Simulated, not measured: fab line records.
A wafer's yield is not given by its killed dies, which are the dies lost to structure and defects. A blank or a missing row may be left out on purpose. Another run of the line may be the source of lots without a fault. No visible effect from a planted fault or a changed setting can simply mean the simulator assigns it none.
2 desks, one fault | flow n5-finfet | every desk sees just its own numbers, and what lay behind them comes last

## METROLOGY DESK
What the gauges read for every lot (on any tool): the sampled wafers with a number, averaged. The brackets show how far a lot's mean lies from the usual mean; more than 4 standard deviations puts the lot out of limits, marked OUT.
Columns: A = cd-nm at N5_BEOL_M8_CD_MEAS_28, usual 40.02 nm; B = trench-depth-nm at N5_BEOL_M8_OCD_MEAS_38, usual 92.9 nm; C = M8_THK at N5_BEOL_M8_THK_MEAS_53, usual 79.8 nm; D = M8_RS at N5_BEOL_M8_RS_MEAS_57, usual 0.287 ohm/sq
lot  | first seen here | A     | B    | C    | D
L779 | day 9 21:05     | 39.90 | 93.1 | 80.9 | 0.284
L780 | day 9 23:55     | 40.09 | 92.7 | 80.2 | 0.283
L781 | day 10 10:28    | 40.37 | 92.4 | 79.4 | 0.288
L784 | day 10 20:06    | 40.11 | 93.9 | 81.5 | 0.281
L788 | day 12 15:41    | 39.92 | 95.7 | 82.3 | 0.274
L791 | day 12 19:29    | 40.21 | 94.7 | 83.2 | 0.276
L792 | day 12 22:40    | 40.00 | 94.8 | 80.6 | 0.279
L797 | day 14 04:59    | 39.87 | 92.1 | 78.1 | 0.292
L798 | day 14 13:22    | 39.94 | 94.5 | 82.1 | 0.281
Result from this desk: across the 9 lots, nothing is out of limits.

## THE TOOL OWNER'S DESK: rie-diel-01
The tool's own readings at N5_BEOL_M8_TRENCH_ETCH_37 (etches SiCOH lowk in C4F6/O2, target depth 93.478 nm, time 31.2 s): means of the sampled wafers that have a number, for each lot that ran on this tool. The brackets show how far a lot's mean lies from the usual mean; more than 4 standard deviations puts the lot out of limits, marked OUT. It has 8 readings, of which 7 appear: the earliest out of limits, and the ones furthest out on some lot.
Columns: A = oes_f_703_au at N5_BEOL_M8_TRENCH_ETCH_37, usual 0.79 a.u.; B = oes_o_777_au at N5_BEOL_M8_TRENCH_ETCH_37, usual 0.79 a.u.; C = oes-product-au at N5_BEOL_M8_TRENCH_ETCH_37, usual 0.79 a.u.; D = rf-fwd-power-W at N5_BEOL_M8_TRENCH_ETCH_37, usual 340.1 W; E = rf-vpp-V at N5_BEOL_M8_TRENCH_ETCH_37, usual 667 V; F = showerhead-plenum-p-Torr at N5_BEOL_M8_TRENCH_ETCH_37, usual 2.87 Torr; G = throttle-valve-pct at N5_BEOL_M8_TRENCH_ETCH_37, usual 20.96 %
lot  | first seen here | A    | B    | C    | D               | E              | F    | G
L779 | day 9 21:29     | 0.76 | 0.77 | 0.75 | 339.6           | 666            | 2.81 | 21.07
L780 | day 10 00:18    | 0.80 | 0.81 | 0.81 | 340.5           | 668            | 2.87 | 21.17
L788 | day 12 16:31    | 0.86 | 0.86 | 0.80 | 367.9 (+19) OUT | 645 (-4.5) OUT | 2.86 | 21.21
L791 | day 12 19:53    | 0.91 | 0.90 | 0.83 | 366.8 (+18) OUT | 647 (-4.1) OUT | 2.88 | 21.35
Finding of this desk: L788, L791 out of limits; the first was L788 at day 12 16:31, on rf-fwd-power-W at N5_BEOL_M8_TRENCH_ETCH_37. Within limits: L779, L780.

## PUT TOGETHER
The tool owner's desk could have raised an alarm at day 12 16:31, on L788, L791.
From the metrology desk's view, nothing was out of limits.
The metrology desk has L788, L791 on record, within its limits.
Of the lots named, all ran N5_BEOL_M8_TRENCH_ETCH_37 on rie-diel-01.

## WHAT THE SIMULATOR HAD INSERTED
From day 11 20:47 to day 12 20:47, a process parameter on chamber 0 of rie-diel-01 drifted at N5_BEOL_M8_TRENCH_ETCH_37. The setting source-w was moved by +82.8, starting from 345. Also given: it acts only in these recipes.
Lots struck among those shown: L788, L791.
Hours from the fault's start to each desk's first reading out of limits: the tool owner's desk, 20.
